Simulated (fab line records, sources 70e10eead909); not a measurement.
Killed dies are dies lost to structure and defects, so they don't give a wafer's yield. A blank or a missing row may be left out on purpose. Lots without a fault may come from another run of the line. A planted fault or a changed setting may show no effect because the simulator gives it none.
Which tool did it? | flow nand_harc | 14 lots, 42 wafers sampled, at 2 steps of a route of 1302

WHAT THE GAUGES READ, wafer by wafer
NHARC_P_M1_INSPECT_11.
lot  | measured     | on                | raw_defect_count
L812 | day 7 16:26  | defect_inspect-01 | 5 7 8
L814 | day 8 07:33  | defect_inspect-02 | 1 3 2
L816 | day 9 04:45  | defect_inspect-01 | 2 4 1
L817 | day 9 10:19  | defect_inspect-02 | 7 7 10
L819 | day 10 10:05 | defect_inspect-01 | 5 3 5
L820 | day 10 20:23 | defect_inspect-02 | 15 8 8
L821 | day 11 00:07 | defect_inspect-01 | 4 4 3
L822 | day 11 14:43 | defect_inspect-01 | 1 4 1
L823 | day 12 07:21 | defect_inspect-01 | 7 4 1
L824 | day 12 08:14 | defect_inspect-02 | 9 9 10
L829 | day 14 13:19 | defect_inspect-01 | 0 4 3
L830 | day 15 03:47 | defect_inspect-02 | 4 6 7
L831 | day 15 12:35 | defect_inspect-01 | 3 5 3
L832 | day 15 23:05 | defect_inspect-02 | 1 6 3

WHICH TOOL RAN EACH LOT (tool, then ch and the chambers of the sampled wafers, then the start)
lot  | NHARC_P_M0_STRIP_18
L812 | rie_diel-08 ch 1,2, day 7 12:58
L814 | rie_diel-08 ch 0,1,3, day 8 03:55
L816 | rie_diel-01 ch 0,1,3, day 9 00:43
L817 | rie_diel-01 ch 0,2,3, day 9 06:43
L819 | rie_diel-08 ch 0,1,2, day 10 06:39
L820 | rie_diel-08 ch 0,1,2, day 10 16:46
L821 | rie_diel-12 ch 2,3, day 10 20:30
L822 | rie_diel-08 ch 1,2,3, day 11 11:10
L823 | rie_diel-08 ch 2,3, day 12 03:51
L824 | rie_diel-08 ch 1,3, day 12 04:46
L829 | rie_diel-08 ch 0,2, day 14 09:30
L830 | rie_diel-08 ch 1,3, day 15 00:01
L831 | rie_diel-01 ch 0,2,3, day 15 08:51
L832 | rie_diel-01 ch 0,2,3, day 15 19:35
- NHARC_P_M0_STRIP_18: strips in N2/H2.

WHAT THE TOOLS THEMSELVES READ (means of the sampled wafers that have a number; where no wafer has one, the mark that the record gives instead)
NHARC_P_M0_STRIP_18.
lot  | tool        | drypump_motor_current_A (A) | oes_product_au (a.u.) | rf_vpp_V (V) | showerhead_plenum_p_Torr (Torr) | throttle_valve_pct (%)
L812 | rie_diel-08 | 5.85                        | 1.005                 | 91.1         | 2.07                            | 14.174
L814 | rie_diel-08 | 5.79                        | 1.006                 | 90.7         | 2.08                            | 14.173
L816 | rie_diel-01 | 5.58                        | 0.990                 | 90.0         | 1.95                            | 14.182
L817 | rie_diel-01 | 5.80                        | 1.006                 | 90.4         | 2.02                            | 14.171
L819 | rie_diel-08 | 5.69                        | 1.003                 | 90.8         | 2.07                            | 14.175
L820 | rie_diel-08 | 5.70                        | 0.998                 | 91.1         | 2.07                            | 14.149
L821 | rie_diel-12 | 5.59                        | 1.007                 | 91.1         | 2.04                            | 14.169
L822 | rie_diel-08 | 5.68                        | 1.008                 | 91.3         | 2.12                            | 14.176
L823 | rie_diel-08 | 5.50                        | 0.999                 | 90.8         | 2.17                            | 14.170
L824 | rie_diel-08 | 5.78                        | 1.000                 | 91.6         | 2.12                            | 14.175
L829 | rie_diel-08 | 5.40                        | 1.009                 | 91.8         | 2.11                            | 14.166
L830 | rie_diel-08 | 5.95                        | 1.006                 | 90.7         | 2.06                            | 14.176
L831 | rie_diel-01 | 5.81                        | 1.000                 | 90.5         | 2.01                            | 14.171
L832 | rie_diel-01 | 5.81                        | 1.006                 | 90.1         | 2.00                            | 14.161

THE ANSWER, worked out from the rows above alone
Rule: what is usual is taken from the lots themselves. Put in order of their means at a reading, lots are off if they are a third of the lots or fewer, leave a main group of 4 or more, and stand apart from it by a gap of 3 or more times the standard deviation of the main group's means; of several such gaps the widest counts. A main group whose means are all the same, to the digits that the tables above print for the reading, isn't used. A lot without any number at a reading at which 4 lots or more have one is off too. The other lots that the step has rows for count as sound. The gauges are gone through in route order, then the tools' own readings, and for those a lot's mean is taken as printed above. The first step at which some lot is off is used, and at that step the reading that is off furthest; a lot without a number counts as furthest.
No lot is off at any reading shown: from this, nothing can be told.

WHAT THE SIMULATOR HAD PUT IN
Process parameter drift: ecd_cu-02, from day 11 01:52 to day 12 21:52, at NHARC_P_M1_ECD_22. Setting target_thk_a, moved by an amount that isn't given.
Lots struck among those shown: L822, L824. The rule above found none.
